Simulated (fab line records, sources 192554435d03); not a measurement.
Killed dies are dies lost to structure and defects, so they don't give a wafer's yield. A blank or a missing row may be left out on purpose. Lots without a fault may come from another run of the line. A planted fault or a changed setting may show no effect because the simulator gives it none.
Chamber matching | flow n5_finfet | N5_STI_FIN_REVEAL_CMP_04 on cmp-04: 4 sister chambers
The step polishes, stops on Si3N4, t overpolish 4 s, target thk 131.83 nm. 4 wafers are shown with their chamber, then 7 later ones without.

WAFERS WITH THEIR CHAMBER
wafer  | chamber | motor_current_A (A)
L077.3 | 2       | 6.9
L080.4 | 1       | 8.4
L082.1 | 0       | 7.2
L082.4 | 3       | 7.5

WAFERS WITHOUT THEIR CHAMBER
wafer  | motor_current_A (A)
L082.5 | 7.1
L083.1 | 7.3
L083.2 | 7.1
L083.5 | 8.6
L088.2 | 7.5
L088.5 | 7.1
L088.6 | 7.5

WHICH CHAMBER EACH WENT THROUGH
wafer  | from the rows above     | in truth
L082.5 | can't be placed: 0 or 2 | 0
L083.1 | can't be placed: 0 or 3 | 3
L083.2 | can't be placed: 0 or 2 | 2
L083.5 | 1                       | 1
L088.2 | 3                       | 3
L088.5 | can't be placed: 0 or 2 | 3
L088.6 | 3                       | 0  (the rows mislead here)
Placed correctly: 2 of 7. Can't be placed from these rows: 4 (the true chamber is among the candidates in 3). Placed wrongly: 1.
How it was worked out, from the rows above alone: a wafer's distance from a chamber is the root of the sum, over the readings, of the square of ((its reading less the chamber's mean) divided by the reading's scatter). The wafer belongs to the nearest chamber; if the next one is less than 2 further off, it can't be placed. A chamber's mean is the mean of its shown wafers. The scatter: with one shown wafer a chamber, the root of the mean of the squares of how far each hidden wafer lies from its nearest shown one.
